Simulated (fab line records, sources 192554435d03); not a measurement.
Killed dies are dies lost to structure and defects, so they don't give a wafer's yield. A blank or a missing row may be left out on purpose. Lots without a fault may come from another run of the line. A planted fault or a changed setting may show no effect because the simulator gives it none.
Which tool did it? | flow n5_finfet | 15 lots, 45 wafers sampled, at 6 steps of a route of 1938

WHAT THE GAUGES READ, wafer by wafer
N5_BEOL_M4_THK_MEAS_01. Usual: M4_ILD_THK 79.3 nm, standard deviation 1.1.
lot  | measured     | on            | M4_ILD_THK (nm) | flag
L867 | day 7 13:33  | film_metro-02 | 79.6 78.8 81.0  |
L869 | day 8 00:21  | film_metro-01 | 77.7 77.6 79.9  |
L868 | day 8 00:54  | film_metro-02 | 78.4 77.2 78.6  |
L872 | day 8 18:56  | film_metro-01 | 79.5 79.8 79.8  |
L871 | day 8 21:22  | film_metro-02 | 79.2 80.4 80.0  |
L873 | day 9 03:59  | film_metro-01 | 79.0 79.8 80.2  |
L874 | day 9 11:46  | film_metro-01 | 78.5 77.1 38.3  | OFF
L875 | day 10 02:57 | film_metro-01 | 79.7 81.2 81.1  |
L876 | day 10 04:11 | film_metro-01 | 79.3 79.1 78.8  |
L877 | day 10 06:15 | film_metro-02 | 79.4 81.4 39.0  | OFF
L878 | day 10 09:15 | film_metro-02 | 78.2 79.3 40.3  | OFF
L882 | day 11 12:59 | film_metro-02 | 79.2 79.7 79.5  |
L886 | day 13 02:44 | film_metro-02 | 77.6 79.8 79.0  |
L889 | day 13 02:28 | film_metro-02 | 79.8 79.2 80.6  |
L888 | day 13 10:29 | film_metro-02 | 78.6 78.5 77.9  |

N5_BEOL_M4_RC_MEAS_101. Usual: DIBL_N 35.9 mV/V, standard deviation 1.3; DIBL_P 35.9 mV/V, standard deviation 1.6; IOFF_N 0.156 nA/um, standard deviation 0.022; IOFF_P 0.205 nA/um, standard deviation 0.023; ION_N 675 uA/um, standard deviation 9; ION_P 463 uA/um, standard deviation 5.6; SS_N 71.4 mV/dec, standard deviation 0.57; SS_P 73.1 mV/dec, standard deviation 0.52; VT_N 249.7 mV, standard deviation 2.8; VT_P -250.2 mV, standard deviation 2.5.
lot  | measured     | on        | DIBL_N (mV/V)  | DIBL_P (mV/V)  | IOFF_N (nA/um)    | IOFF_P (nA/um)    | ION_N (uA/um) | ION_P (uA/um) | SS_N (mV/dec)  | SS_P (mV/dec)  | VT_N (mV)         | VT_P (mV)            | flag
L867 | day 8 04:08  | prober-02 | 35.6 35.5 35.9 | 34.2 34.0 33.5 | 0.159 0.150 0.156 | 0.222 0.217 0.207 | 675 666 667   | 464 461 457   | 71.5 72.1 71.5 | 73.0 72.8 72.6 | 246.2 250.6 248.4 | -248.6 -248.1 -250.1 |
L869 | day 8 10:27  | prober-02 | 35.7 34.0 36.6 | 36.3 33.5 37.3 | 0.169 0.136 0.185 | 0.208 0.173 0.220 | 679 663 680   | 460 454 463   | 71.8 71.2 72.8 | 73.6 72.4 72.9 | 247.4 252.1 247.1 | -251.9 -254.5 -251.7 |
L868 | day 8 12:51  | prober-02 | 37.0 37.4 35.8 | 36.3 37.6 35.2 | 0.171 0.182 0.143 | 0.212 0.231 0.192 | 677 680 673   | 457 462 457   | 72.1 71.4 71.3 | 73.2 73.9 73.3 | 249.5 246.6 249.4 | -248.3 -246.2 -250.7 |
L872 | day 9 07:47  | prober-02 | 35.1 32.9 33.3 | 35.5 32.3 33.4 | 0.141 0.109 0.113 | 0.200 0.162 0.169 | 668 660 665   | 464 461 465   | 71.0 70.1 71.1 | 73.1 71.7 72.5 | 250.5 255.8 254.9 | -250.8 -251.4 -250.0 |
L871 | day 9 08:05  | prober-01 | 37.7 36.2 37.6 | 37.3 35.6 38.0 | 0.194 0.164 0.195 | 0.240 0.216 0.256 | 682 675 681   | 469 465 470   | 72.6 71.2 71.1 | 73.0 72.9 73.4 | 245.2 248.1 243.1 | -246.3 -247.6 -247.4 |
L873 | day 9 13:36  | prober-02 | 34.7 37.3 35.3 | 35.5 38.2 35.8 | 0.136 0.170 0.142 | 0.218 0.266 0.223 | 673 675 679   | 467 472 474   | 71.1 72.1 71.8 | 72.3 73.3 72.5 | 249.2 248.7 250.7 | -247.6 -243.5 -248.0 |
L874 | day 10 06:52 | prober-02 | 37.2 35.3      | 36.4 34.1      | 0.155 0.128       | 0.213 0.190       | 672 656       | 463 456       | 72.2 71.9      | 73.2 72.2      | 249.8 253.4       | -249.4 -249.6        |
L875 | day 10 09:53 | prober-01 | 35.3 35.4 35.5 | 34.7 34.5 34.6 | 0.144 0.139 0.142 | 0.198 0.194 0.196 | 676 667 668   | 461 460 455   | 70.3 70.1 71.1 | 72.7 73.5 73.1 | 252.4 251.9 251.9 | -253.1 -251.6 -250.6 |
L876 | day 10 13:04 | prober-02 | 37.8 37.2 37.6 | 38.1 36.9 38.3 | 0.183 0.177 0.184 | 0.241 0.222 0.236 | 682 690 684   | 470 469 469   | 71.0 71.2 71.0 | 72.9 73.4 73.7 | 244.8 247.2 247.3 | -247.0 -250.9 -250.2 |
L877 | day 10 13:40 | prober-01 | 35.9 35.2      | 36.0 35.3      | 0.162 0.151       | 0.199 0.188       | 670 678       | 461 465       | 71.2 71.4      | 72.5 72.7      | 247.1 245.8       | -250.7 -251.3        |
L878 | day 10 16:58 | prober-02 | 36.5 33.9      | 36.7 34.2      | 0.175 0.130       | 0.234 0.192       | 696 676       | 470 469       | 71.0 71.2      | 74.0 73.2      | 247.7 251.0       | -250.7 -249.3        |
L882 | day 11 22:10 | prober-01 | 35.8 36.7 33.9 | 35.4 36.7 33.8 | 0.154 0.179 0.128 | 0.198 0.222 0.175 | 684 679 664   | 464 465 457   | 71.5 71.5 71.3 | 72.8 73.8 72.9 | 249.4 247.4 250.7 | -249.8 -249.7 -252.9 |
L886 | day 13 14:47 | prober-01 | 34.5 35.3 32.4 | 35.4 36.1 33.1 | 0.140 0.154 0.116 | 0.186 0.202 0.156 | 673 676 664   | 460 459 457   | 71.1 72.1 70.8 | 72.7 72.4 72.0 | 249.2 250.1 254.7 | -253.0 -250.4 -251.6 |
L889 | day 13 10:26 | prober-02 | 38.9 38.1 37.4 | 38.9 36.9 36.3 | 0.200 0.182 0.172 | 0.240 0.209 0.203 | 683 680 680   | 463 460 462   | 71.4 71.7 71.7 | 74.7 73.5 73.1 | 246.9 248.8 250.2 | -249.0 -250.7 -252.5 |
L888 | day 14 02:27 | prober-01 | 34.8 35.9 35.1 | 33.5 35.1 33.4 | 0.121 0.141 0.122 | 0.176 0.204 0.179 | 667 671 669   | 466 468 464   | 71.0 71.4 70.9 | 72.4 73.3 73.0 | 252.6 251.9 252.8 | -252.6 -248.8 -248.2 |

WHICH TOOL RAN EACH LOT (tool, then ch and the chambers of the sampled wafers, then the start)
lot  | N5_BEOL_M3_SPUTTER_86        | N5_BEOL_M3_SPUTTER_94        | N5_BEOL_M3_SPUTTER_96        | N5_BEOL_M4_ILD_DEP_00
L867 | pvd_sputter-02, day 7 10:37  | pvd_sputter-02, day 7 11:30  | pvd_sputter-02, day 7 11:43  | pecvd-01 ch 0,1,2, day 7 13:29
L869 | pvd_sputter-02, day 7 22:03  | pvd_sputter-02, day 7 22:56  | pvd_sputter-02, day 7 23:09  | pecvd-03 ch 1,2, day 8 00:17
L868 | pvd_sputter-01, day 7 22:32  | pvd_sputter-01, day 7 23:29  | pvd_sputter-01, day 7 23:43  | pecvd-04 ch 1,2, day 8 00:50
L872 | pvd_sputter-01, day 8 16:38  | pvd_sputter-01, day 8 17:31  | pvd_sputter-01, day 8 17:44  | pecvd-01 ch 0,1,2, day 8 18:52
L871 | pvd_sputter-01, day 8 18:35  | pvd_sputter-01, day 8 19:28  | pvd_sputter-01, day 8 19:41  | pecvd-04 ch 0,1,2, day 8 21:19
L873 | pvd_sputter-02, day 9 01:40  | pvd_sputter-02, day 9 02:33  | pvd_sputter-02, day 9 02:46  | pecvd-01 ch 0,1,2, day 9 03:55
L874 | pvd_sputter-03, day 9 09:27  | pvd_sputter-03, day 9 10:20  | pvd_sputter-03, day 9 10:33  | pecvd-01 ch 0,1, day 9 11:41
L875 | pvd_sputter-02, day 10 00:37 | pvd_sputter-02, day 10 01:30 | pvd_sputter-02, day 10 01:43 | pecvd-03 ch 0,1, day 10 02:53
L876 | pvd_sputter-03, day 10 01:47 | pvd_sputter-03, day 10 02:40 | pvd_sputter-03, day 10 02:53 | pecvd-03 ch 0,1, day 10 04:07
L877 | pvd_sputter-01, day 10 03:58 | pvd_sputter-01, day 10 04:51 | pvd_sputter-01, day 10 05:04 | pecvd-01 ch 0,1,2, day 10 06:11
L878 | pvd_sputter-01, day 10 06:58 | pvd_sputter-01, day 10 07:51 | pvd_sputter-01, day 10 08:04 | pecvd-01 ch 0,1,2, day 10 09:11
L882 | pvd_sputter-03, day 11 10:33 | pvd_sputter-03, day 11 11:26 | pvd_sputter-03, day 11 11:39 | pecvd-04 ch 0,2, day 11 12:55
L886 | pvd_sputter-01, day 12 12:20 | pvd_sputter-01, day 12 13:13 | pvd_sputter-01, day 13 01:14 | pecvd-01 ch 0,1, day 13 02:40
L889 | pvd_sputter-02, day 12 23:57 | pvd_sputter-02, day 13 00:50 | pvd_sputter-02, day 13 01:03 | pecvd-01 ch 0,1, day 13 02:23
L888 | pvd_sputter-02, day 13 08:11 | pvd_sputter-02, day 13 09:04 | pvd_sputter-02, day 13 09:17 | pecvd-01 ch 0,1, day 13 10:25
- N5_BEOL_M3_SPUTTER_86: material Cu, target thk 4.5 nm, time 8.29 s.
- N5_BEOL_M3_SPUTTER_94: material Cu, target thk 4.5 nm, time 8.29 s.
- N5_BEOL_M3_SPUTTER_96: material Cu, target thk 4.5 nm, time 8.29 s.
- N5_BEOL_M4_ILD_DEP_00: deposits SiOC from DEMS/O2, target thk 79 nm, time 15.3 s.

WHAT THE TOOLS THEMSELVES READ (means of the sampled wafers that have a number; where no wafer has one, the mark that the record gives instead)
N5_BEOL_M3_SPUTTER_86. Usual: susceptor_temp_C -20.00 C, standard deviation 0.1; throttle_valve_pct 30.0 %, standard deviation 0.9.
lot  | tool           | susceptor_temp_C (C) | throttle_valve_pct (%) | flag
L867 | pvd_sputter-02 | -19.91               | 29.2                   |
L869 | pvd_sputter-02 | -20.08               | 29.5                   |
L868 | pvd_sputter-01 | -20.11               | 30.1                   |
L872 | pvd_sputter-01 | -19.99               | 30.3                   |
L871 | pvd_sputter-01 | -20.04               | 30.7                   |
L873 | pvd_sputter-02 | -20.01               | 29.3                   |
L874 | pvd_sputter-03 | -20.06               | 29.5                   |
L875 | pvd_sputter-02 | -19.98               | 29.4                   |
L876 | pvd_sputter-03 | -20.02               | 29.8                   |
L877 | pvd_sputter-01 | -20.01               | 30.7                   |
L878 | pvd_sputter-01 | -19.95               | 30.6                   |
L882 | pvd_sputter-03 | -20.07               | 30.3                   |
L886 | pvd_sputter-01 | -20.07               | 30.9                   |
L889 | pvd_sputter-02 | -20.11               | 29.0                   |
L888 | pvd_sputter-02 | -20.02               | 29.4                   |

N5_BEOL_M3_SPUTTER_94. Usual: susceptor_temp_C -20.00 C, standard deviation 0.11; throttle_valve_pct 30.0 %, standard deviation 0.88.
lot  | tool           | susceptor_temp_C (C) | throttle_valve_pct (%) | flag
L867 | pvd_sputter-02 | -20.04               | 29.2                   |
L869 | pvd_sputter-02 | -19.99               | 29.4                   |
L868 | pvd_sputter-01 | -20.09               | 29.9                   |
L872 | pvd_sputter-01 | -20.00               | 30.1                   |
L871 | pvd_sputter-01 | -20.05               | 30.6                   |
L873 | pvd_sputter-02 | -19.98               | 29.4                   |
L874 | pvd_sputter-03 | -20.19               | 29.6                   |
L875 | pvd_sputter-02 | -20.00               | 29.4                   |
L876 | pvd_sputter-03 | -20.00               | 30.0                   |
L877 | pvd_sputter-01 | -19.91               | 30.7                   |
L878 | pvd_sputter-01 | -20.17               | 30.4                   |
L882 | pvd_sputter-03 | -19.92               | 30.3                   |
L886 | pvd_sputter-01 | -20.02               | 30.9                   |
L889 | pvd_sputter-02 | -19.99               | 29.0                   |
L888 | pvd_sputter-02 | -20.05               | 29.6                   |

N5_BEOL_M3_SPUTTER_96. Usual: susceptor_temp_C -20.02 C, standard deviation 0.095; throttle_valve_pct 30.0 %, standard deviation 0.9.
lot  | tool           | susceptor_temp_C (C) | throttle_valve_pct (%) | flag
L867 | pvd_sputter-02 | -20.07               | 29.2                   |
L869 | pvd_sputter-02 | -20.12               | 29.4                   |
L868 | pvd_sputter-01 | -19.92               | 30.0                   |
L872 | pvd_sputter-01 | -19.98               | 30.1                   |
L871 | pvd_sputter-01 | -19.96               | 30.8                   |
L873 | pvd_sputter-02 | -19.94               | 29.4                   |
L874 | pvd_sputter-03 | -19.99               | 29.6                   |
L875 | pvd_sputter-02 | -20.04               | 29.2                   |
L876 | pvd_sputter-03 | -20.04               | 29.7                   |
L877 | pvd_sputter-01 | -20.01               | 30.5                   |
L878 | pvd_sputter-01 | -19.94               | 30.5                   |
L882 | pvd_sputter-03 | -20.07               | 30.2                   |
L886 | pvd_sputter-01 | -20.01               | 30.9                   |
L889 | pvd_sputter-02 | -19.91               | 28.9                   |
L888 | pvd_sputter-02 | -19.99               | 29.5                   |

N5_BEOL_M4_ILD_DEP_00. Usual: heater_power_w 455 W, standard deviation 42; showerhead_plenum_p_Torr 5.698 Torr, standard deviation 0.011; susceptor_temp_C 349.98 C, standard deviation 0.21; throttle_valve_pct 12.1 %, standard deviation 0.65.
lot  | tool     | heater_power_w (W) | showerhead_plenum_p_Torr (Torr) | susceptor_temp_C (C) | throttle_valve_pct (%) | flag
L867 | pecvd-01 | 444                | 5.693                           | 349.83               | 12.3                   |
L869 | pecvd-03 | 528                | 5.688                           | 349.95               | 11.8                   |
L868 | pecvd-04 | 447                | 5.696                           | 349.95               | 11.4                   |
L872 | pecvd-01 | 412                | 5.708                           | 350.04               | 12.3                   |
L871 | pecvd-04 | 459                | 5.698                           | 349.77               | 12.2                   |
L873 | pecvd-01 | 471                | 5.702                           | 349.96               | 12.5                   |
L874 | pecvd-01 | 428                | 5.704                           | 349.92               | 12.4                   |
L875 | pecvd-03 | 489                | 5.706                           | 349.95               | 11.5                   |
L876 | pecvd-03 | 474                | 5.701                           | 349.91               | 11.6                   |
L877 | pecvd-01 | 467                | 5.697                           | 349.98               | 12.3                   |
L878 | pecvd-01 | 447                | 5.692                           | 350.09               | 12.5                   |
L882 | pecvd-04 | 434                | 5.695                           | 349.96               | 11.7                   |
L886 | pecvd-01 | 467                | 5.703                           | 349.88               | 12.6                   |
L889 | pecvd-01 | 485                | 5.701                           | 350.30               | 12.4                   |
L888 | pecvd-01 | 461                | 5.706                           | 350.01               | 12.4                   |

THE ANSWER, worked out from the rows above alone
Rule: a lot is off if the mean of its wafers that have a number lies more than 3 standard deviations from the usual mean. A lot without any number at a reading at which 4 lots or more have one is off too. The other lots that the step has rows for count as sound. The gauges are gone through in route order, then the tools' own readings, and for those a lot's mean is taken as printed above. The first step at which some lot is off is used, and at that step the reading that is off furthest; a lot without a number counts as furthest.
Off: L874, L877, L878, at N5_BEOL_M4_THK_MEAS_01 (M4_ILD_THK).
A tool fits if, at a process step before that reading, it ran every lot that is off, and no sound lot after the first of them. The gauges at N5_BEOL_M4_THK_MEAS_01 are tried like those tools. None of those tried fits.

WHAT THE SIMULATOR HAD PUT IN
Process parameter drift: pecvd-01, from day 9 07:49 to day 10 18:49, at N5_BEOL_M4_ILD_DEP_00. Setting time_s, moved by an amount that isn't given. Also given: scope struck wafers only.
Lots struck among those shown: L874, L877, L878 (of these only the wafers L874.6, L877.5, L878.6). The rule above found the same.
